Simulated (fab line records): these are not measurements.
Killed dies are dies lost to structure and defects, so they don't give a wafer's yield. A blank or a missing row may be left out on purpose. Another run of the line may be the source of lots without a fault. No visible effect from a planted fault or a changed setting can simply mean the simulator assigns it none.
Which tool is to blame? | flow nand-harc | 13 lots with 37 wafers sampled at 5 steps, on a route of 1302 steps

== WHAT EACH GAUGE READ, for each wafer ==
NHARC_END_SORT_01. Usual: killed-at-array 56, standard deviation 19; killed-at-other 0.6, standard deviation 1; killed-at-periphery 3.9, standard deviation 2.7; killed-dies 61, standard deviation 19; killed-open 3.3, standard deviation 1.9; killed-short 2.4, standard deviation 1.7.
lot  | measured     | on        | killed-at-array | killed-at-other | killed-at-periphery | killed-dies | killed-open | killed-short | flag
L914 | day 24 14:05 | prober-01 | 59 46 46        | 0 1 1           | 9 4 13              | 68 51 60    | 4 1 6       | 2 1 3        |
L921 | day 27 14:01 | prober-01 | 45 47 45        | 0 0 1           | 2 4 4               | 47 51 50    | 2 2 1       | 2 2 4        |
L922 | day 27 15:38 | prober-02 | 26 27 35        | 0 0 0           | 8 6 2               | 34 33 37    | 2 2 5       | 3 0 4        |
L924 | day 28 18:31 | prober-02 | 71 87 65        | 2 1 2           | 3 2 2               | 76 90 69    | 2 6 2       | 4 5 0        |
L927 | day 29 12:50 | prober-02 | 58 69           | 0 0             | 6 2                 | 64 71       | 4 4         | 3 2          |
L926 | day 29 21:48 | prober-01 | 61 59           | 0 2             | 5 3                 | 66 64       | 3 3         | 1 1          |
L936 | day 33 03:29 | prober-01 | 53 37 50        | 0 2 0           | 13 5 3              | 66 44 53    | 2 3 5       | 6 0 2        |

== WHAT TOOL EACH LOT RAN ON (gives the tool, then ch and the chambers of the sampled wafers, and finally the start) ==
lot  | NHARC_A_STAIRCASE_ETCH_223                    | NHARC_A_STAIRCASE_TRIM_233                    | NHARC_A_STAIRCASE_ETCH_253         | NHARC_A_STAIRCASE_STRIP_254
L914 | rie-diel-08 ch 1,3, day 16 03:32 or earlier   | rie-diel-06 ch 0,1,3, day 16 03:32 or earlier | rie-diel-08 ch 0,2,3, day 16 03:32 | plasma-asher-02 ch 0,1, day 16 03:38
L915 | rie-diel-08 ch 1,2,3, day 17 03:23 or earlier | rie-diel-08 ch 0,2, day 17 03:23 or earlier   | rie-diel-10 ch 0,3, day 17 03:23   | plasma-asher-02 ch 0,1, day 17 03:28
L916 | rie-diel-10 ch 0,3, day 17 05:40 or earlier   | rie-diel-08 ch 1,3, day 17 05:40 or earlier   | rie-diel-08 ch 1,2, day 17 05:40   | plasma-asher-02 ch 0,1, day 17 06:02
L918 | rie-diel-08 ch 0,1, day 17 18:28 or earlier   | rie-diel-06 ch 0,1, day 17 18:28 or earlier   | rie-diel-10 ch 0,3, day 17 18:28   | plasma-asher-01 ch 0,1, day 17 18:33
L919 | rie-diel-08 ch 2,3, day 18 08:40 or earlier   | rie-diel-10 ch 1,2,3, day 18 08:40 or earlier | rie-diel-10 ch 0,1,3, day 18 08:40 | plasma-asher-01 ch 0,1, day 18 08:48
L921 | rie-diel-06 ch 0,3, day 18 23:38 or earlier   | rie-diel-06 ch 1,2,3, day 18 23:38 or earlier | rie-diel-10 ch 0,3, day 18 23:38   | plasma-asher-01 ch 1, day 18 23:46
L922 | rie-diel-08 ch 0,1,3, day 19 13:19 or earlier | rie-diel-06 ch 0,2, day 19 13:19 or earlier   | rie-diel-06 ch 1,2,3, day 19 13:19 | plasma-asher-02 ch 0,1, day 19 13:30
L924 | rie-diel-10 ch 0,2,3, day 20 14:50 or earlier | rie-diel-06 ch 0,2, day 20 14:50 or earlier   | rie-diel-06 ch 0,1, day 20 14:50   | plasma-asher-02 ch 0,1, day 20 14:56
L927 | rie-diel-10 ch 0,2, day 21 02:37 or earlier   | rie-diel-10 ch 0,2, day 21 02:37 or earlier   | rie-diel-06 ch 1,3, day 21 02:37   | plasma-asher-02 ch 0,1, day 21 02:57
L926 | rie-diel-10 ch 0,2, day 21 03:04 or earlier   | rie-diel-06 ch 1,3, day 21 03:04 or earlier   | rie-diel-06 ch 1,2, day 21 03:04   | plasma-asher-01 ch 0,1, day 21 03:15
L935 | rie-diel-08 ch 1,3, day 24 15:20 or earlier   | rie-diel-10 ch 0,3, day 24 15:20 or earlier   | rie-diel-10 ch 1,2, day 24 15:20   | plasma-asher-01 ch 0,1, day 24 15:25
L936 | rie-diel-06 ch 1,3, day 25 02:59 or earlier   | rie-diel-06 ch 0,1,2, day 25 02:59 or earlier | rie-diel-08 ch 0,3, day 25 02:59   | plasma-asher-01 ch 0,1, day 25 03:08
L937 | rie-diel-06 ch 0,3, day 25 08:43 or earlier   | rie-diel-10 ch 2,3, day 25 08:43 or earlier   | rie-diel-10 ch 0,2, day 25 08:43   | plasma-asher-02 ch 0, day 25 08:48
- NHARC_A_STAIRCASE_ETCH_223: etches the open film in C4F8/O2, target depth 100 nm, time 40.5 s.
- NHARC_A_STAIRCASE_TRIM_233: chemistry O2, time 211.2 s.
- NHARC_A_STAIRCASE_ETCH_253: etches the open film in C4F8/O2, target depth 50 nm, time 20.2 s.
- NHARC_A_STAIRCASE_STRIP_254: strips in O2.

== WHAT THE TOOLS THEMSELVES READ (means of the sampled wafers that have a number; where no wafer has one, the mark that the record gives instead) ==
NHARC_A_STAIRCASE_ETCH_223. Usual: oes-product-au 0.944 a.u., standard deviation 0.017; rf-vpp-V 898 V, standard deviation 5.8.
lot  | tool        | oes-product-au (a.u.) | rf-vpp-V (V) | flag
L914 | rie-diel-08 | 0.965                 | 898          |
L915 | rie-diel-08 | 0.933                 | 897          |
L916 | rie-diel-10 | 0.943                 | 899          |
L918 | rie-diel-08 | 0.959                 | 900          |
L919 | rie-diel-08 | 0.958                 | 898          |
L921 | rie-diel-06 | 0.966                 | 892          |
L922 | rie-diel-08 | 0.943                 | 901          |
L924 | rie-diel-10 | 0.943                 | 903          |
L927 | rie-diel-10 | 0.936                 | 905          |
L926 | rie-diel-10 | 0.939                 | 906          |
L935 | rie-diel-08 | 0.945                 | 896          |
L936 | rie-diel-06 | 0.958                 | 889          |
L937 | rie-diel-06 | 0.942                 | 891          |

NHARC_A_STAIRCASE_TRIM_233. Usual: drypump-motor-current-A 5.8 A, standard deviation 0.47; oes-product-au 1.002 a.u., standard deviation 0.015; rf-vpp-V 57.9 V, standard deviation 0.91; showerhead-plenum-p-Torr 3.56 Torr, standard deviation 0.16; throttle-valve-pct 17.037 %, standard deviation 0.0096.
lot  | tool        | drypump-motor-current-A (A) | oes-product-au (a.u.) | rf-vpp-V (V) | showerhead-plenum-p-Torr (Torr) | throttle-valve-pct (%) | flag
L914 | rie-diel-06 | 6.0                         | 1.003                 | 57.6         | 3.42                            | 17.034                 |
L915 | rie-diel-08 | 6.1                         | 1.016                 | 57.8         | 3.72                            | 17.037                 |
L916 | rie-diel-08 | 5.2                         | 1.002                 | 58.4         | 3.59                            | 17.029                 |
L918 | rie-diel-06 | 5.7                         | 1.013                 | 57.5         | 3.39                            | 17.046                 |
L919 | rie-diel-10 | 5.5                         | 0.995                 | 58.5         | 3.69                            | 17.034                 |
L921 | rie-diel-06 | 6.0                         | 1.001                 | 57.3         | 3.52                            | 17.043                 |
L922 | rie-diel-06 | 6.3                         | 1.008                 | 58.2         | 3.67                            | 17.033                 |
L924 | rie-diel-06 | 6.2                         | 1.016                 | 58.2         | 3.55                            | 17.029                 |
L927 | rie-diel-10 | 5.0                         | 0.999                 | 59.2         | 3.77                            | 17.038                 |
L926 | rie-diel-06 | 5.9                         | 0.985                 | 57.8         | 3.38                            | 17.042                 |
L935 | rie-diel-10 | 5.2                         | 0.986                 | 57.8         | 3.69                            | 17.027                 |
L936 | rie-diel-06 | 6.0                         | 1.002                 | 57.6         | 3.50                            | 17.039                 |
L937 | rie-diel-10 | 5.5                         | 0.985                 | 58.0         | 3.61                            | 17.042                 |

NHARC_A_STAIRCASE_ETCH_253. Usual: oes-product-au 0.961 a.u., standard deviation 0.019; rf-vpp-V 898 V, standard deviation 5.8.
lot  | tool        | oes-product-au (a.u.) | rf-vpp-V (V) | flag
L914 | rie-diel-08 | 0.963                 | 894          |
L915 | rie-diel-10 | 0.967                 | 902          |
L916 | rie-diel-08 | 0.977                 | 897          |
L918 | rie-diel-10 | 0.927                 | 902          |
L919 | rie-diel-10 | 0.970                 | 902          |
L921 | rie-diel-10 | 0.958                 | 900          |
L922 | rie-diel-06 | 0.951                 | 895          |
L924 | rie-diel-06 | 0.941                 | 890          |
L927 | rie-diel-06 | 0.861                 | 892          | OFF
L926 | rie-diel-06 | 0.845                 | 897          | OFF
L935 | rie-diel-10 | 0.958                 | 903          |
L936 | rie-diel-08 | 0.950                 | 899          |
L937 | rie-diel-10 | 0.960                 | 904          |

NHARC_A_STAIRCASE_STRIP_254. Usual: drypump-motor-current-A 5.13 A, standard deviation 0.25; heater-power-w 345 W, standard deviation 35.
lot  | tool            | drypump-motor-current-A (A) | heater-power-w (W) | flag
L914 | plasma-asher-02 | 5.00                        | 338                |
L915 | plasma-asher-02 | 5.10                        | 323                |
L916 | plasma-asher-02 | 5.08                        | 326                |
L918 | plasma-asher-01 | 5.21                        | 356                |
L919 | plasma-asher-01 | 5.39                        | 383                |
L921 | plasma-asher-01 | 5.59                        | 409                |
L922 | plasma-asher-02 | 5.09                        | 331                |
L924 | plasma-asher-02 | 4.98                        | 339                |
L927 | plasma-asher-02 | 5.04                        | 332                |
L926 | plasma-asher-01 | 5.32                        | 363                |
L935 | plasma-asher-01 | 5.19                        | 355                |
L936 | plasma-asher-01 | 5.41                        | 391                |
L937 | plasma-asher-02 | 5.20                        | 314                |

== THE ANSWER, worked out from the rows above alone ==
Rule: a lot counts as off when the mean over its wafers that have a number is more than 3 standard deviations away from the usual mean. Also off: a lot with no number at a reading for which 4 or more lots have one. All remaining lots with rows at the step are treated as sound. The gauges are gone through in route order, then the tools' own readings, and for those a lot's mean is taken as printed above. At the first step where some lot is off, the reading lying furthest off is the one used; lots without a number count as furthest.
Off, at NHARC_A_STAIRCASE_ETCH_253 on oes-product-au: L927, L926.
A tool fits if, at that step or a process step before it, it ran every lot that is off, and no sound lot after the first of them. NHARC_A_STAIRCASE_ETCH_223: start missing for some lots; hours and lot order therefore follow NHARC_A_STAIRCASE_ETCH_253. NHARC_A_STAIRCASE_TRIM_233: start missing for some lots; hours and lot order therefore follow NHARC_A_STAIRCASE_ETCH_253. Undecided on this evidence; 2 tools fit (rie-diel-10 at NHARC_A_STAIRCASE_ETCH_223, rie-diel-06 at NHARC_A_STAIRCASE_ETCH_253).

== WHAT THE SIMULATOR PUT IN ==
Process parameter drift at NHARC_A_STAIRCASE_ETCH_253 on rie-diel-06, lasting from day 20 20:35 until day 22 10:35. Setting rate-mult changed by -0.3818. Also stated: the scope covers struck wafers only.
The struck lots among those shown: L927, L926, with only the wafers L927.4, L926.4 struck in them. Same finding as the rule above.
